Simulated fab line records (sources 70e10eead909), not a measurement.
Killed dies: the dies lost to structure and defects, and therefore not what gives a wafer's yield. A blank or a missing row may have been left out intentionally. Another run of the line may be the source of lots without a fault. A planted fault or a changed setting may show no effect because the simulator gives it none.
The tool behind it: which one? ; flow nand_harc ; 24 lots with 72 wafers sampled at 4 steps, on a route of 1302 steps

WHAT THE GAUGES SHOWED, per wafer
NHARC_A_CONTACT_CD_MEAS_42 targets a cd of 300 nm. Usual: cd_nm 300.1 nm, standard deviation 0.39.
lot;measured;on;cd_nm (nm);flag
L074;day 21 16:28;cd_sem-01;300.4 299.9 300.0;
L075;day 22 05:21;cd_sem-02;300.0 299.6 299.7;
L077;day 22 09:47;cd_sem-02;300.0 299.9 300.2;
L079;day 22 09:58;cd_sem-01;300.2 300.4 300.3;
L078;day 22 17:12;cd_sem-03;299.8 299.9 300.1;
L076;day 22 17:56;cd_sem-02;299.6 299.8 299.6;
L080;day 23 10:09;cd_sem-03;299.8 300.4 299.9;
L082;day 24 00:05;cd_sem-02;300.4 300.3 299.7;
L081;day 24 14:37;cd_sem-03;300.3 300.2 300.0;
L083;day 25 03:45;cd_sem-01;300.3 300.4 300.0;
L084;day 25 09:09;cd_sem-01;300.5 300.6 300.2;
L086;day 25 18:01;cd_sem-02;300.0 300.0 300.6;
L085;day 25 18:46;cd_sem-01;299.2 299.6 299.6;
L087;day 26 13:18;cd_sem-03;300.5 300.0 300.0;
L088;day 27 10:31;cd_sem-03;300.3 299.9 300.1;
L089;day 27 10:56;cd_sem-02;300.6 300.5 300.4;
L090;day 28 05:14;cd_sem-01;299.1 299.4 299.7;
L091;day 28 13:37;cd_sem-02;300.4 300.7 300.1;
L092;day 28 17:11;cd_sem-03;301.0 300.8 301.2;
L093;day 29 06:26;cd_sem-01;300.6 300.3 299.7;
L094;day 29 04:53;cd_sem-03;299.5 299.7 299.5;
L096;day 30 10:44;cd_sem-02;300.3 300.3 300.3;
L095;day 31 06:32;cd_sem-03;300.1 300.1 300.0;
L097;day 31 14:59;cd_sem-01;299.8 299.7 299.7;

NHARC_A_CONTACT_INSPECT_44. Usual: raw_defect_count 84, standard deviation 38.
lot;measured;on;raw_defect_count;flag
L074;day 21 16:35;defect_inspect-02;85 63 64;
L075;day 22 05:29;defect_inspect-02;114 126 114;
L077;day 22 09:55;defect_inspect-01;14 15 15;
L079;day 22 10:05;defect_inspect-01;137 122 141;
L078;day 22 17:19;defect_inspect-02;19 30 18;
L076;day 22 18:04;defect_inspect-02;154 141 155;
L080;day 23 10:16;defect_inspect-02;114 125 101;
L082;day 24 00:13;defect_inspect-01;117 110 121;
L081;day 24 14:44;defect_inspect-01;83 77 86;
L083;day 25 03:52;defect_inspect-01;79 77 62;
L084;day 25 09:16;defect_inspect-02;77 102 85;
L086;day 25 18:08;defect_inspect-02;22 18 19;
L085;day 25 18:53;defect_inspect-02;92 96 85;
L087;day 26 13:26;defect_inspect-02;56 68 78;
L088;day 27 10:40;defect_inspect-01;134 136 137;
L089;day 27 11:04;defect_inspect-02;65 66 73;
L090;day 28 05:22;defect_inspect-02;144 142 137;
L091;day 28 13:44;defect_inspect-02;80 82 81;
L092;day 28 17:18;defect_inspect-02;52 59 52;
L093;day 29 06:33;defect_inspect-01;62 61 69;
L094;day 29 05:00;defect_inspect-02;78 75 64;
L096;day 30 10:52;defect_inspect-01;56 79 71;
L095;day 31 06:40;defect_inspect-01;81 81 79;
L097;day 31 15:06;defect_inspect-01;85 84 95;

WHICH TOOL RAN EACH LOT (tool, then ch and the chambers of the sampled wafers, then the start)
lot;NHARC_A_SLIT_ETCH_26;NHARC_A_WL_FILL_ETCHBACK_16
L074;har_etch-02 ch 0,1, day 20 08:00;rie_diel-11 ch 0,1,3, day 21 16:28 or earlier
L075;har_etch-02 ch 0,1, day 20 15:59;rie_diel-06 ch 1,3, day 22 05:21 or earlier
L077;har_etch-02 ch 0,1, day 21 02:37;rie_diel-11 ch 0,3, day 22 09:47 or earlier
L079;har_etch-01 ch 0,1, day 21 04:03;rie_diel-06 ch 0,1,3, day 22 09:58 or earlier
L078;har_etch-02 ch 0,1, day 21 06:21;rie_diel-06 ch 1,2,3, day 22 17:12 or earlier
L076;har_etch-01 ch 0,1, day 21 07:53;rie_diel-11 ch 0,1,3, day 22 17:56 or earlier
L080;har_etch-01 ch 0,1, day 22 00:39;rie_diel-11 ch 0,1, day 23 10:09 or earlier
L082;har_etch-02 ch 0,1, day 22 16:15;rie_diel-11 ch 1,2,3, day 24 00:05 or earlier
L081;har_etch-01 ch 0,1, day 23 05:32;rie_diel-03 ch 2,3, day 24 14:37 or earlier
L083;har_etch-02 ch 0,1, day 23 17:13;rie_diel-06 ch 0,1,3, day 25 03:45 or earlier
L084;har_etch-01 ch 0, day 24 01:34;rie_diel-03 ch 1,2,3, day 25 09:09 or earlier
L086;har_etch-02 ch 0,1, day 24 09:08;rie_diel-03 ch 0,2, day 25 18:01 or earlier
L085;har_etch-01 ch 0,1, day 24 09:16;rie_diel-11 ch 1,2, day 25 18:46 or earlier
L087;har_etch-01 ch 1, day 25 05:44;rie_diel-11 ch 0,3, day 26 13:18 or earlier
L088;har_etch-01 ch 0,1, day 25 22:42;rie_diel-06 ch 0,2,3, day 27 10:31 or earlier
L089;har_etch-01 ch 0,1, day 26 02:37;rie_diel-03 ch 0,1,3, day 27 10:56 or earlier
L090;har_etch-01 ch 0,1, day 26 19:27;rie_diel-11 ch 0,3, day 28 05:14 or earlier
L091;har_etch-01 ch 0,1, day 27 04:59;rie_diel-11 ch 0,2, day 28 13:37 or earlier
L092;har_etch-02 ch 0,1, day 27 05:38;rie_diel-11 ch 0,2,3, day 28 17:11 or earlier
L093;har_etch-02 ch 0,1, day 27 20:04;rie_diel-11 ch 0,2,3, day 29 06:26 or earlier
L094;har_etch-01 ch 0,1, day 27 21:20;rie_diel-03 ch 0,1, day 29 04:53 or earlier
L096;har_etch-02 ch 0,1, day 28 22:31;rie_diel-11 ch 0,1,3, day 30 10:44 or earlier
L095;har_etch-01 ch 0, day 29 20:53;rie_diel-06 ch 1,2, day 31 06:32 or earlier
L097;har_etch-01 ch 0,1, day 30 06:34;rie_diel-03 ch 1,2,3, day 31 14:59 or earlier
- NHARC_A_SLIT_ETCH_26: etches the open film in C4F8/O2/Ar, time 90 s, target depth 400 nm.
- NHARC_A_WL_FILL_ETCHBACK_16: etches the open film in C4F8/O2/Ar, target depth 120 nm, time 24 s.

AS READ BY THE TOOLS THEMSELVES (means over the sampled wafers that have a number; for cases with no such wafer, the mark the record gives instead)
NHARC_A_SLIT_ETCH_26. Usual: drypump_motor_current_A 5.91 A, standard deviation 0.15; he_backside_leak_sccm 6.6 sccm, standard deviation 0.74; mfc_ar_sccm 374.8 sccm, standard deviation 1; rf_fwd_power_W 1984 W, standard deviation 5.7; showerhead_plenum_p_Torr 3.64 Torr, standard deviation 0.16; throttle_valve_pct 27.619 %, standard deviation 0.0092.
lot;tool;drypump_motor_current_A (A);he_backside_leak_sccm (sccm);mfc_ar_sccm (sccm);rf_fwd_power_W (W);showerhead_plenum_p_Torr (Torr);throttle_valve_pct (%);flag
L074;har_etch-02;5.77;5.7;375.2;1982;3.84;27.627;
L075;har_etch-02;5.77;5.8;375.7;1979;3.83;27.620;
L077;har_etch-02;5.77;5.8;373.8;1994;3.83;27.623;
L079;har_etch-01;6.03;7.2;374.9;1983;3.54;27.613;
L078;har_etch-02;5.78;5.7;374.9;1990;3.83;27.622;
L076;har_etch-01;6.02;6.9;374.7;1980;3.61;27.623;
L080;har_etch-01;6.02;6.8;374.5;1984;3.61;27.614;
L082;har_etch-02;5.72;6.0;374.8;1990;3.72;27.608;
L081;har_etch-01;6.02;6.8;374.9;1983;3.60;27.613;
L083;har_etch-02;5.79;5.9;375.6;1985;3.81;27.617;
L084;har_etch-01;5.99;6.8;374.9;1984;3.65;27.625;
L086;har_etch-02;5.78;5.9;374.5;1976;3.80;27.625;
L085;har_etch-01;6.05;7.1;375.3;1983;3.52;27.618;
L087;har_etch-01;6.05;7.7;374.6;1981;3.46;27.620;
L088;har_etch-01;6.04;7.6;374.7;1991;3.51;27.610;
L089;har_etch-01;6.01;7.3;374.3;1981;3.58;27.620;
L090;har_etch-01;6.04;7.3;374.7;1987;3.51;27.621;
L091;har_etch-01;6.04;7.6;373.6;1982;3.50;27.615;
L092;har_etch-02;5.71;6.2;374.3;1982;3.69;27.623;
L093;har_etch-02;5.72;6.3;375.8;1980;3.68;27.618;
L094;har_etch-01;6.03;7.6;373.3;1982;3.49;27.620;
L096;har_etch-02;5.70;6.4;374.7;1987;3.67;27.624;
L095;har_etch-01;6.02;7.0;374.6;1986;3.61;27.614;
L097;har_etch-01;6.04;5.6;374.2;1985;3.48;27.623;

NHARC_A_WL_FILL_ETCHBACK_16. Usual: oes_product_au 0.980 a.u., standard deviation 0.028; rf_fwd_power_W 590.6 W, standard deviation 2.9; rf_vpp_V 722 V, standard deviation 4.1.
lot;tool;oes_product_au (a.u.);rf_fwd_power_W (W);rf_vpp_V (V);flag
L074;rie_diel-11;0.990;591.3;722;
L075;rie_diel-06;0.997;589.2;721;
L077;rie_diel-11;0.984;590.8;718;
L079;rie_diel-06;0.996;590.2;725;
L078;rie_diel-06;0.994;590.4;720;
L076;rie_diel-11;0.995;591.1;722;
L080;rie_diel-11;0.991;594.4;725;
L082;rie_diel-11;0.932;590.1;722;
L081;rie_diel-03;0.960;591.0;724;
L083;rie_diel-06;0.920;590.1;723;
L084;rie_diel-03;0.973;587.4;723;
L086;rie_diel-03;0.991;592.3;720;
L085;rie_diel-11;1.006;592.0;721;
L087;rie_diel-11;0.997;591.4;720;
L088;rie_diel-06;1.005;591.3;724;
L089;rie_diel-03;0.911;587.6;724;
L090;rie_diel-11;1.003;591.3;720;
L091;rie_diel-11;0.988;587.2;718;
L092;rie_diel-11;1.000;590.2;718;
L093;rie_diel-11;1.005;589.4;718;
L094;rie_diel-03;0.991;588.3;725;
L096;rie_diel-11;0.932;592.9;722;
L095;rie_diel-06;0.993;590.3;721;
L097;rie_diel-03;0.990;590.2;722;

THE ANSWER, worked out from the rows above alone
Rule: a lot counts as off when the mean over its wafers that have a number is more than 3 standard deviations away from the usual mean. A lot without any number at a reading at which 4 lots or more have one is off too. Where the step has rows for the other lots, those lots are counted as sound. Order of review: gauges by route order, followed by the tools' own readings, for which a lot's mean as printed above is used. The first step at which some lot is off is used, and at that step the reading that is off furthest; a lot without a number counts as furthest.
Across all readings shown, no lot is off: no conclusion can be drawn from this.

WHAT THE SIMULATOR PUT IN
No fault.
